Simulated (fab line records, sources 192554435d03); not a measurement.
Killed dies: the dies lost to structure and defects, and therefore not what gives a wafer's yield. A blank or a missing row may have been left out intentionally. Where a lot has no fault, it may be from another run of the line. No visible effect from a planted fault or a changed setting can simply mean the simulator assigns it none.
Split-lot study | flow n5 finfet | 7 lots, 21 wafers read, on a route of 1938 steps

ON THE SPLIT
At N5_BEOL_M8_COAT_71 (time 60 s, resist thk 5 nm), the setting spin rpm was moved away from the recipe's 1500 rpm on 11 of the 21 wafers read, by -10.3% to +9.7%. For the rest of the wafers, this setting stayed at what the recipe calls for.

FROM THE SPLIT TO THE READING: what the file shows between them, 7 steps
- N5_BEOL_M8_COAT_22: resist thk 30 nm (also split here: spin rpm)
- N5_BEOL_M8_EBR_24
- N5_BEOL_M8_SOFTBAKE_23: time 60 s
- N5_BEOL_M8_EXPOSE_25: exposes mask V7, target cd 40 nm
- N5_BEOL_M8_PEB_26: peb time 60 s
- N5_BEOL_M8_DEVELOP_27: develop time 30 s
- N5_BEOL_M8_DESCUM_33: chemistry O2, time 7 s

THE READING
etch.depth nm (the simulator's own value, which no gauge read), in nm, at N5_BEOL_M8_ETCH_72 (etches underlayer in N2/H2, target depth 6.5 nm, time 5.2 s). The file gives no usual value for it. Average 4.999 nm, standard deviation 0.014 nm, over the 10 wafers here run with the recipe.

wafer  | tool, chamber at the split | spin rpm as run, rpm | against the recipe | etch.depth nm, nm | against lot-mates on the recipe
L076.1 | litho track-05, 0          | 1365                 | -9.0%              | 5.237             | +0.233
L076.2 | litho track-05, 0          | 1500                 | recipe             | 5.003             | -
L076.5 | litho track-05, 0          | 1500                 | recipe             | 5.005             | -
L078.1 | litho track-04, 0          | 1345                 | -10.3%             | 5.312             | no lot-mate on the recipe
L078.3 | litho track-04, 0          | 1345                 | -10.3%             | 5.33              | no lot-mate on the recipe
L078.6 | litho track-04, 0          | 1345                 | -10.3%             | 5.316             | no lot-mate on the recipe
L081.1 | litho track-05, 0          | 1500                 | recipe             | 5.018             | -
L081.4 | litho track-05, 0          | 1500                 | recipe             | 5.01              | -
L081.5 | litho track-05, 0          | 1500                 | recipe             | 4.998             | -
L086.1 | litho track-01, 0          | 1581                 | +5.4%              | 4.856             | -0.124
L086.3 | litho track-01, 0          | 1500                 | recipe             | 4.98              | -
L086.6 | litho track-01, 0          | 1581                 | +5.4%              | 4.866             | -0.114
L093.1 | litho track-05, 0          | 1622                 | +8.1%              | 4.825             | -0.191
L093.5 | litho track-05, 0          | 1500                 | recipe             | 5.016             | -
L093.6 | litho track-05, 0          | 1622                 | +8.1%              | 4.811             | -0.205
L094.1 | litho track-05, 0          | 1357                 | -9.5%              | 5.259             | +0.255
L094.2 | litho track-05, 0          | 1357                 | -9.5%              | 5.259             | +0.255
L094.6 | litho track-05, 0          | 1500                 | recipe             | 5.004             | -
L095.2 | litho track-01, 0          | 1500                 | recipe             | 4.982             | -
L095.3 | litho track-01, 0          | 1645                 | +9.7%              | 4.743             | -0.237
L095.4 | litho track-01, 0          | 1500                 | recipe             | 4.978             | -

FIT RESULTS
A straight line over all 21 wafers: etch.depth nm changes by -0.0273 nm for each +1% of spin rpm; r = -0.99; the points scatter about the line by 0.021 nm.
The same after taking each lot's own level away (the mean of its wafers on the recipe; 18 wafers): -0.0252 nm for each +1%; r = -1.00; scatter 0.0083 nm.
According to that fit, moving spin rpm by its largest amount changes the reading by 0.26 nm.
From 4.9800 to 5.0160 nm: that is the span of the lots' own levels, equal to 2.6 times the standard deviation above.
The two slopes agree, so the slope changes little with the lot-to-lot level.
Check: for one of the wafers moved furthest among these (+9.7%), held out of the fit, the line's prediction against its lot-mates is -0.239 nm. Against them it came out at -0.237 nm.

THE OTHER SPLITS THESE WAFERS WENT THROUGH
These wafers also went through other splits before the reading. Each is held against what the fit with the lots' levels taken away leaves over:
other split on the same wafers   | wafers away from the commonest value | r with etch.depth nm (lot level and that fit taken away)
N5_BEOL_M6_TRENCH_ETCH_37 time s | 6                                    | +0.27
N5_BEOL_M7_COAT_71 spin rpm      | 8                                    | -0.29
N5_BEOL_M7_DESCUM_33 time s      | 8                                    | +0.30
N5_BEOL_M8_COAT_22 spin rpm      | 8                                    | +0.16

THE WHOLE CHAIN: every reading that the file lists as answering this split, in the file's order
step               | what it does                                                | reading                                                                               | change (the file's fit)                | r (the file's)
N5_BEOL_M8_COAT_71 | time 60 s, resist thk 5 nm                                  | underlayer_of_BEOL_M8_COAT_71.thk nm (the simulator's own value, which no gauge read) | -0.0231 nm for each +1% of the setting | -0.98
N5_BEOL_M8_ETCH_72 | etches underlayer in N2/H2, target depth 6.5 nm, time 5.2 s | etch.depth nm (the simulator's own value, which no gauge read)                        | -0.0251 nm for each +1% of the setting | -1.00

FILE'S OWN FIT
etch.depth nm changes by -0.0251 nm for each +1% of spin rpm, r = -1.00.
